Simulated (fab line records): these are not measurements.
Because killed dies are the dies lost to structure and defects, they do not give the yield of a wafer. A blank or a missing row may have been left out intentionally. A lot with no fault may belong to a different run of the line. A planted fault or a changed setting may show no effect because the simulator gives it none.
fab line records / flow nand_harc / part 2 of 2: steps 27 to 37 of 37
[record] lots = 5 wafers = 15 last_day = 24
route steps=1159 shown P_M1@310 P_M2@318
lots that met no fault: taken from a fault-free run of the same line
start_h: the number of hours between the record's first day and the start of the first shown wafer of the lot / wait_h: how many hours have passed since the lot's step before this one / " unchanged from the row above / L1.1+2: a single row standing in for several wafers / - no value, or no start was given / * or withheld: withheld / < > ~ a bound
route shown NAME@n: NAME is a module with steps in the file, n the number in the route of the first one / usual: average and standard deviation across the fault-free wafers / same: alike in all rows / chamber/n: place in a boat / sites: each site's reading / _std_site: how widely they spread, as a standard deviation / _edge_site: outer sites' mean less inner sites' / radius_mm: for every site, how far away it sits from the centre of the wafer / mask NAME#n: copy n / behind: the tool/chamber that last shaped the wafer / hold: cause of the lot's hold/its duration in hours/its outcome / device: names the non-switching transistor (n, p or np) / end of line: the same wafers' tests at the end of the route / where a step has no rows: the recipe by itself / killed: at the first sort, the dies lost to defects and structure; wafer yield is something else / map: a wafer's dies, x killed, . not, _ none there
set.NAME: the setting as run; set.NAME@STEP: as run at that earlier step / model.NAME: the simulator's own value behind a step, which no gauge read
a table for each step, a row for each wafer; lots at some steps of the route
services: from which hour (start_h, from the record's first day; less than 0 if before it) a tool's chamber was out of use, for how many hours, and why
[[steps]]
[step NHARC_P_M2_STRIP_19]
[recipe] time_s = 600 temp_c = 30 chemistry = post_etch_residue_remover
lot.wafer=L078.1+2+3 tool=wet_bench-08 chamber=4,7,0 start_h=153.35 wait_h=-
lot.wafer=L081.6+2+5 tool=wet_bench-08 chamber=5,6,2 start_h=168.63 wait_h=-
lot.wafer=L083.1+5+2 tool=wet_bench-10 chamber=4,5,6 start_h=179.78 wait_h=-
lot.wafer=L090.5+4+3 tool=wet_bench-10 chamber=1,2,6 start_h=220.94 wait_h=-
lot.wafer=L094.3+4+5 tool=wet_bench-08 chamber=5,6,0 start_h=247.57 wait_h=-
[step NHARC_P_M2_DEGAS_29]
[recipe] temp_c = 250 time_s = 60
[usual] heater_power_w = 317/22
lot.wafer=L078.1 tool=pvd_sputter-01 chamber=- start_h=153.62 wait_h=- heater_power_w=307
lot.wafer=L078.2 tool=pvd_sputter-01 chamber=- start_h=153.62 wait_h=- heater_power_w=366
lot.wafer=L078.3 tool=pvd_sputter-01 chamber=- start_h=153.62 wait_h=- heater_power_w=295
lot.wafer=L081.2 tool=pvd_sputter-03 chamber=- start_h=168.93 wait_h=- heater_power_w=286
lot.wafer=L081.6 tool=pvd_sputter-03 chamber=- start_h=168.93 wait_h=- heater_power_w=315
lot.wafer=L081.5 tool=pvd_sputter-03 chamber=- start_h=168.93 wait_h=- heater_power_w=330
lot.wafer=L083.2 tool=pvd_sputter-03 chamber=- start_h=180.03 wait_h=- heater_power_w=318
lot.wafer=L083.1 tool=pvd_sputter-03 chamber=- start_h=180.03 wait_h=- heater_power_w=288
lot.wafer=L083.5 tool=pvd_sputter-03 chamber=- start_h=180.03 wait_h=- heater_power_w=323
lot.wafer=L090.4 tool=pvd_sputter-03 chamber=- start_h=221.22 wait_h=- heater_power_w=289
lot.wafer=L090.3 tool=pvd_sputter-03 chamber=- start_h=221.22 wait_h=- heater_power_w=315
lot.wafer=L090.5 tool=pvd_sputter-03 chamber=- start_h=221.22 wait_h=- heater_power_w=287
lot.wafer=L094.3 tool=pvd_sputter-02 chamber=- start_h=247.84 wait_h=- heater_power_w=361
lot.wafer=L094.4 tool=pvd_sputter-02 chamber=- start_h=247.84 wait_h=- heater_power_w=336
lot.wafer=L094.5 tool=pvd_sputter-02 chamber=- start_h=247.84 wait_h=- heater_power_w=324
[step NHARC_P_M2_PRE_CLEAN_30]
[recipe] time_s = 30 temp_c = 280 gas = H2/He
[usual] heater_power_w = 389/28
lot.wafer=L078.3 tool=pvd_sputter-01 chamber=- start_h=- wait_h=- heater_power_w=358
lot.wafer=L078.2 tool=pvd_sputter-01 chamber=- start_h=- wait_h=- heater_power_w=378
lot.wafer=L078.1 tool=pvd_sputter-01 chamber=- start_h=- wait_h=- heater_power_w=450
lot.wafer=L081.2 tool=pvd_sputter-03 chamber=- start_h=- wait_h=- heater_power_w=382
lot.wafer=L081.5 tool=pvd_sputter-03 chamber=- start_h=- wait_h=- heater_power_w=355
lot.wafer=L081.6 tool=pvd_sputter-03 chamber=- start_h=- wait_h=- heater_power_w=386
lot.wafer=L083.2 tool=pvd_sputter-03 chamber=- start_h=- wait_h=- heater_power_w=378
lot.wafer=L083.1 tool=pvd_sputter-03 chamber=- start_h=- wait_h=- heater_power_w=409
lot.wafer=L083.5 tool=pvd_sputter-03 chamber=- start_h=- wait_h=- heater_power_w=398
lot.wafer=L090.4 tool=pvd_sputter-03 chamber=- start_h=- wait_h=- heater_power_w=398
lot.wafer=L090.3 tool=pvd_sputter-03 chamber=- start_h=- wait_h=- heater_power_w=377
lot.wafer=L090.5 tool=pvd_sputter-03 chamber=- start_h=- wait_h=- heater_power_w=361
lot.wafer=L094.3 tool=pvd_sputter-02 chamber=- start_h=- wait_h=- heater_power_w=381
lot.wafer=L094.4 tool=pvd_sputter-02 chamber=- start_h=- wait_h=- heater_power_w=449
lot.wafer=L094.5 tool=pvd_sputter-02 chamber=- start_h=- wait_h=- heater_power_w=387
[step NHARC_P_M2_PVD_20]
[recipe] target_thk_a = 50 bias_v = 168.6 power_w = 15000 chamber_pressure_pa = 0.12 time_s = 8.06 substrate_temp_c = 50 material = TaN
[usual] chamber_pressure_pa = 0.11997/0.00023 throttle_valve_pct = 29.9/0.78
lot.wafer=L078.1 tool=pvd_sputter-01 chamber=- start_h=- wait_h=- chamber_pressure_pa=0.12025 throttle_valve_pct=30.3
lot.wafer=L078.2 tool=pvd_sputter-01 chamber=- start_h=- wait_h=- chamber_pressure_pa=0.12026 throttle_valve_pct=30.3
lot.wafer=L078.3 tool=pvd_sputter-01 chamber=- start_h=- wait_h=- chamber_pressure_pa=0.1198 throttle_valve_pct=31.5
lot.wafer=L081.2 tool=pvd_sputter-03 chamber=- start_h=- wait_h=- chamber_pressure_pa=0.11993 throttle_valve_pct=30.3
lot.wafer=L081.6 tool=pvd_sputter-03 chamber=- start_h=- wait_h=- chamber_pressure_pa=0.11956 throttle_valve_pct=29.2
lot.wafer=L081.5 tool=pvd_sputter-03 chamber=- start_h=- wait_h=- chamber_pressure_pa=0.11942 throttle_valve_pct=30.6
lot.wafer=L083.2 tool=pvd_sputter-03 chamber=- start_h=- wait_h=- chamber_pressure_pa=0.1204 throttle_valve_pct=30.5
lot.wafer=L083.1 tool=pvd_sputter-03 chamber=- start_h=- wait_h=- chamber_pressure_pa=0.11956 throttle_valve_pct=28.9
lot.wafer=L083.5 tool=pvd_sputter-03 chamber=- start_h=- wait_h=- chamber_pressure_pa=0.12001 throttle_valve_pct=30.4
lot.wafer=L090.3 tool=pvd_sputter-03 chamber=- start_h=- wait_h=- chamber_pressure_pa=0.12013 throttle_valve_pct=30.6
lot.wafer=L090.4 tool=pvd_sputter-03 chamber=- start_h=- wait_h=- chamber_pressure_pa=0.12009 throttle_valve_pct=30.5
lot.wafer=L090.5 tool=pvd_sputter-03 chamber=- start_h=- wait_h=- chamber_pressure_pa=0.12007 throttle_valve_pct=30.5
lot.wafer=L094.4 tool=pvd_sputter-02 chamber=- start_h=- wait_h=- chamber_pressure_pa=0.11977 throttle_valve_pct=29.8
lot.wafer=L094.3 tool=pvd_sputter-02 chamber=- start_h=- wait_h=- chamber_pressure_pa=0.11996 throttle_valve_pct=28.9
lot.wafer=L094.5 tool=pvd_sputter-02 chamber=- start_h=- wait_h=- chamber_pressure_pa=0.1199 throttle_valve_pct=30.3
[step NHARC_P_M2_PVD_21]
[recipe] target_thk_a = 300 chamber_pressure_pa = 5 power_w = 5000 substrate_temp_c = 30 time_s = 20.49 material = Cu
[usual] chamber_pressure_pa = 5.000/0.011 throttle_valve_pct = 29.9/0.83
lot.wafer=L078.1 tool=pvd_sputter-01 chamber=- start_h=- wait_h=- chamber_pressure_pa=4.984 throttle_valve_pct=30.3
lot.wafer=L078.3 tool=pvd_sputter-01 chamber=- start_h=- wait_h=- chamber_pressure_pa=4.990 throttle_valve_pct=30.4
lot.wafer=L078.2 tool=pvd_sputter-01 chamber=- start_h=- wait_h=- chamber_pressure_pa=5.011 throttle_valve_pct=31.8
lot.wafer=L081.2 tool=pvd_sputter-03 chamber=- start_h=- wait_h=- chamber_pressure_pa=4.999 throttle_valve_pct=30.2
lot.wafer=L081.5 tool=pvd_sputter-03 chamber=- start_h=- wait_h=- chamber_pressure_pa=5.007 throttle_valve_pct=28.8
lot.wafer=L081.6 tool=pvd_sputter-03 chamber=- start_h=- wait_h=- chamber_pressure_pa=5.001 throttle_valve_pct=30.3
lot.wafer=L083.2 tool=pvd_sputter-03 chamber=- start_h=- wait_h=- chamber_pressure_pa=5.016 throttle_valve_pct=30.5
lot.wafer=L083.1 tool=pvd_sputter-03 chamber=- start_h=- wait_h=- chamber_pressure_pa=4.998 throttle_valve_pct=30.1
lot.wafer=L083.5 tool=pvd_sputter-03 chamber=- start_h=- wait_h=- chamber_pressure_pa=4.989 throttle_valve_pct=29.0
lot.wafer=L090.4 tool=pvd_sputter-03 chamber=- start_h=- wait_h=- chamber_pressure_pa=5.009 throttle_valve_pct=28.8
lot.wafer=L090.3 tool=pvd_sputter-03 chamber=- start_h=- wait_h=- chamber_pressure_pa=5.007 throttle_valve_pct=30.4
lot.wafer=L090.5 tool=pvd_sputter-03 chamber=- start_h=- wait_h=- chamber_pressure_pa=5.016 throttle_valve_pct=29.0
lot.wafer=L094.4 tool=pvd_sputter-02 chamber=- start_h=- wait_h=- chamber_pressure_pa=4.992 throttle_valve_pct=31.7
lot.wafer=L094.3 tool=pvd_sputter-02 chamber=- start_h=- wait_h=- chamber_pressure_pa=5.019 throttle_valve_pct=29.1
lot.wafer=L094.5 tool=pvd_sputter-02 chamber=- start_h=- wait_h=- chamber_pressure_pa=4.979 throttle_valve_pct=31.9
[step NHARC_P_M2_ECD_22]
[recipe] target_thk_a = 4000 bath_temp_c = 25 material = Cu
lot.wafer=L078.1+2+3 tool=ecd_cu-02 chamber=0,1,1 start_h=153.97 wait_h=-
lot.wafer=L081.2+6+5 tool=ecd_cu-02 chamber=1,0,1 start_h=169.32 wait_h=-
lot.wafer=L083.2+1+5 tool=ecd_cu-01 chamber=0,1,1 start_h=180.41 wait_h=-
lot.wafer=L090.3+4+5 tool=ecd_cu-02 chamber=1,0,0 start_h=221.68 wait_h=-
lot.wafer=L094.3+4+5 tool=ecd_cu-01 chamber=0,1,1 start_h=248.28 wait_h=-
[step NHARC_P_M2_ANNEAL_31]
[recipe] temp_c = 225 time_s = 90
[usual] wafer_temp_C_max = 225.94/0.22
lot.wafer=L078.1 tool=rtp_anneal-02 chamber=0 start_h=154.36 wait_h=0.3 wafer_temp_C_max=226.03
lot.wafer=L078.2 tool=rtp_anneal-02 chamber=0 start_h=154.36 wait_h=0.3 wafer_temp_C_max=225.97
lot.wafer=L078.3 tool=rtp_anneal-02 chamber=0 start_h=154.36 wait_h=0.3 wafer_temp_C_max=225.84
lot.wafer=L081.2 tool=rtp_anneal-01 chamber=0 start_h=169.74 wait_h=0.4 wafer_temp_C_max=225.96
lot.wafer=L081.5 tool=rtp_anneal-01 chamber=0 start_h=169.74 wait_h=0.4 wafer_temp_C_max=226.31
lot.wafer=L081.6 tool=rtp_anneal-01 chamber=0 start_h=169.74 wait_h=0.4 wafer_temp_C_max=226.29
lot.wafer=L083.1 tool=rtp_anneal-01 chamber=0 start_h=180.79 wait_h=0.3 wafer_temp_C_max=225.91
lot.wafer=L083.2 tool=rtp_anneal-01 chamber=0 start_h=180.79 wait_h=0.3 wafer_temp_C_max=225.90
lot.wafer=L083.5 tool=rtp_anneal-01 chamber=0 start_h=180.79 wait_h=0.3 wafer_temp_C_max=225.69
lot.wafer=L090.3 tool=rtp_anneal-02 chamber=0 start_h=222.06 wait_h=0.3 wafer_temp_C_max=225.96
lot.wafer=L090.4 tool=rtp_anneal-02 chamber=0 start_h=222.06 wait_h=0.3 wafer_temp_C_max=226.23
lot.wafer=L090.5 tool=rtp_anneal-02 chamber=0 start_h=222.06 wait_h=0.3 wafer_temp_C_max=226.30
lot.wafer=L094.3 tool=rtp_anneal-02 chamber=0 start_h=248.66 wait_h=- wafer_temp_C_max=225.95
lot.wafer=L094.4 tool=rtp_anneal-02 chamber=0 start_h=248.66 wait_h=- wafer_temp_C_max=225.60
lot.wafer=L094.5 tool=rtp_anneal-02 chamber=0 start_h=248.66 wait_h=- wafer_temp_C_max=226.13
[step NHARC_P_M2_CMP_23]
[recipe] t_overpolish_s = 20 target_thk_nm = 144.3
[usual] motor_current_A = 12.2/0.97 time_to_endpoint_s = 28.2/1.9
lot.wafer=L078.3 tool=cmp-02 chamber=0 start_h=154.73 wait_h=- motor_current_A=12.3 time_to_endpoint_s=28.3
lot.wafer=L078.2 tool=cmp-02 chamber=1 start_h=154.73 wait_h=- motor_current_A=11.2 time_to_endpoint_s=28.1
lot.wafer=L078.1 tool=cmp-02 chamber=2 start_h=154.73 wait_h=- motor_current_A=12.8 time_to_endpoint_s=28.3
lot.wafer=L081.2 tool=cmp-04 chamber=1 start_h=170.12 wait_h=- motor_current_A=12.0 time_to_endpoint_s=29.3
lot.wafer=L081.5 tool=cmp-04 chamber=2 start_h=170.12 wait_h=- motor_current_A=12.3 time_to_endpoint_s=29.4
lot.wafer=L081.6 tool=cmp-04 chamber=3 start_h=170.12 wait_h=- motor_current_A=12.9 time_to_endpoint_s=28.9
lot.wafer=L083.1 tool=cmp-02 chamber=1 start_h=181.14 wait_h=- motor_current_A=11.9 time_to_endpoint_s=28.9
lot.wafer=L083.2 tool=cmp-02 chamber=0 start_h=181.14 wait_h=- motor_current_A=12.6 time_to_endpoint_s=26.2
lot.wafer=L083.5 tool=cmp-02 chamber=1 start_h=181.14 wait_h=- motor_current_A=11.9 time_to_endpoint_s=29.9
lot.wafer=L090.3 tool=cmp-02 chamber=1 start_h=222.33 wait_h=- motor_current_A=11.4 time_to_endpoint_s=31.6
lot.wafer=L090.4 tool=cmp-02 chamber=3 start_h=222.33 wait_h=- motor_current_A=11.4 time_to_endpoint_s=29.5
lot.wafer=L090.5 tool=cmp-02 chamber=1 start_h=222.33 wait_h=- motor_current_A=11.2 time_to_endpoint_s=33.2
lot.wafer=L094.3 tool=cmp-02 chamber=3 start_h=248.89 wait_h=- motor_current_A=10.9 time_to_endpoint_s=30.3
lot.wafer=L094.4 tool=cmp-02 chamber=0 start_h=248.89 wait_h=- motor_current_A=11.7 time_to_endpoint_s=31.7
lot.wafer=L094.5 tool=cmp-02 chamber=0 start_h=248.89 wait_h=- motor_current_A=11.4 time_to_endpoint_s=27.0
[step NHARC_P_M2_THK_MEAS_24]
[recipe] thk_meas_gauge = xrf
[usual] thk_nm = 144.4/1.2
lot.wafer=L078.1 tool=film_metro-01 chamber=- start_h=155.02 wait_h=- thk_nm=144.7
lot.wafer=L078.2 tool=film_metro-01 chamber=- start_h=155.02 wait_h=- thk_nm=145.5
lot.wafer=L078.3 tool=film_metro-01 chamber=- start_h=155.02 wait_h=- thk_nm=143.3
lot.wafer=L081.2 tool=film_metro-02 chamber=- start_h=170.35 wait_h=- thk_nm=142.5
lot.wafer=L081.5 tool=film_metro-02 chamber=- start_h=170.35 wait_h=- thk_nm=142.2
lot.wafer=L081.6 tool=film_metro-02 chamber=- start_h=170.35 wait_h=- thk_nm=144.9
lot.wafer=L083.1 tool=film_metro-02 chamber=- start_h=181.45 wait_h=- thk_nm=143.9
lot.wafer=L083.2 tool=film_metro-02 chamber=- start_h=181.45 wait_h=- thk_nm=145.0
lot.wafer=L083.5 tool=film_metro-02 chamber=- start_h=181.45 wait_h=- thk_nm=143.2
lot.wafer=L090.3 tool=film_metro-01 chamber=- start_h=222.62 wait_h=- thk_nm=145.4
lot.wafer=L090.4 tool=film_metro-01 chamber=- start_h=222.62 wait_h=- thk_nm=144.9
lot.wafer=L090.5 tool=film_metro-01 chamber=- start_h=222.62 wait_h=- thk_nm=145.3
lot.wafer=L094.3 tool=film_metro-01 chamber=- start_h=249.21 wait_h=- thk_nm=145.0
lot.wafer=L094.4 tool=film_metro-01 chamber=- start_h=249.21 wait_h=- thk_nm=143.7
lot.wafer=L094.5 tool=film_metro-01 chamber=- start_h=249.21 wait_h=- thk_nm=142.1
[step NHARC_P_M2_SRD_25]
lot.wafer=L078.3+2+1 tool=wet_bench-10 chamber=2,3,5 start_h=155.06 wait_h=0.0
lot.wafer=L081.6+2+5 tool=wet_bench-10 chamber=0,1,2 start_h=170.40 wait_h=0.0
lot.wafer=L083.1+5+2 tool=wet_bench-08 chamber=4,5,6 start_h=181.51 wait_h=0.1
lot.wafer=L090.4+3+5 tool=wet_bench-08 chamber=0,1,2 start_h=222.66 wait_h=0.0
lot.wafer=L094.5+4+3 tool=wet_bench-08 chamber=2,4,7 start_h=249.25 wait_h=0.0
[step NHARC_P_M2_INSPECT_27]
[usual] raw_defect_count = 303/110
lot.wafer=L078.1 tool=defect_inspect-01 chamber=- start_h=155.17 wait_h=0.0 raw_defect_count=324
lot.wafer=L078.2 tool=defect_inspect-01 chamber=- start_h=155.17 wait_h=0.0 raw_defect_count=272
lot.wafer=L078.3 tool=defect_inspect-01 chamber=- start_h=155.17 wait_h=0.0 raw_defect_count=484
lot.wafer=L081.2 tool=defect_inspect-02 chamber=- start_h=170.52 wait_h=0.0 raw_defect_count=304
lot.wafer=L081.5 tool=defect_inspect-02 chamber=- start_h=170.52 wait_h=0.0 raw_defect_count=441
lot.wafer=L081.6 tool=defect_inspect-02 chamber=- start_h=170.52 wait_h=0.0 raw_defect_count=250
lot.wafer=L083.1 tool=defect_inspect-01 chamber=- start_h=181.61 wait_h=0.0 raw_defect_count=258
lot.wafer=L083.2 tool=defect_inspect-01 chamber=- start_h=181.61 wait_h=0.0 raw_defect_count=322
lot.wafer=L083.5 tool=defect_inspect-01 chamber=- start_h=181.61 wait_h=0.0 raw_defect_count=236
lot.wafer=L090.3 tool=defect_inspect-01 chamber=- start_h=222.78 wait_h=0.0 raw_defect_count=339
lot.wafer=L090.4 tool=defect_inspect-01 chamber=- start_h=222.78 wait_h=0.0 raw_defect_count=211
lot.wafer=L090.5 tool=defect_inspect-01 chamber=- start_h=222.78 wait_h=0.0 raw_defect_count=203
lot.wafer=L094.3 tool=defect_inspect-01 chamber=- start_h=249.36 wait_h=0.0 raw_defect_count=370
lot.wafer=L094.4 tool=defect_inspect-01 chamber=- start_h=249.36 wait_h=0.0 raw_defect_count=291
lot.wafer=L094.5 tool=defect_inspect-01 chamber=- start_h=249.36 wait_h=0.0 raw_defect_count=269
[[services]]
tool=ecd_cu-01 chamber=- start_h=127.59 hours=0.4 kind=repair
tool=arfi_scanner-01 chamber=- start_h=128.18 hours=0.4 kind=repair
tool=cmp-02 chamber=- start_h=128.50 hours=4.0 kind=pm
tool=arfi_scanner-03 chamber=- start_h=140.00 hours=4.0 kind=pm
tool=litho_track-04 chamber=- start_h=141.00 hours=7.0 kind=pm
tool=pecvd-02 chamber=- start_h=153.07 hours=13.0 kind=pm
tool=pvd_sputter-01 chamber=- start_h=158.04 hours=10.0 kind=pm
tool=pvd_sputter-01 chamber=- start_h=175.48 hours=5.0 kind=repair
tool=pvd_sputter-03 chamber=- start_h=176.54 hours=1.5 kind=repair
tool=ecd_cu-02 chamber=- start_h=180.21 hours=8.0 kind=pm
tool=pecvd-04 chamber=- start_h=195.11 hours=13.0 kind=pm
tool=cmp-02 chamber=- start_h=197.83 hours=0.8 kind=repair
tool=pvd_sputter-02 chamber=- start_h=199.40 hours=1.1 kind=repair
tool=ecd_cu-02 chamber=- start_h=201.23 hours=0.3 kind=repair
tool=cmp-04 chamber=- start_h=203.00 hours=4.0 kind=pm
tool=pvd_sputter-02 chamber=- start_h=214.00 hours=10.0 kind=pm
tool=rie_diel-04 chamber=1 start_h=218.09 hours=9.9 kind=repair
tool=cmp-02 chamber=- start_h=226.19 hours=1.0 kind=repair
tool=pecvd-03 chamber=1 start_h=230.01 hours=7.7 kind=repair
tool=wet_bench-08 chamber=- start_h=230.40 hours=8.0 kind=pm
tool=pvd_sputter-02 chamber=- start_h=232.15 hours=3.7 kind=repair
tool=cmp-04 chamber=- start_h=238.24 hours=1.5 kind=repair
tool=cmp-02 chamber=- start_h=239.94 hours=2.7 kind=repair
tool=wet_bench-10 chamber=- start_h=247.20 hours=8.0 kind=pm
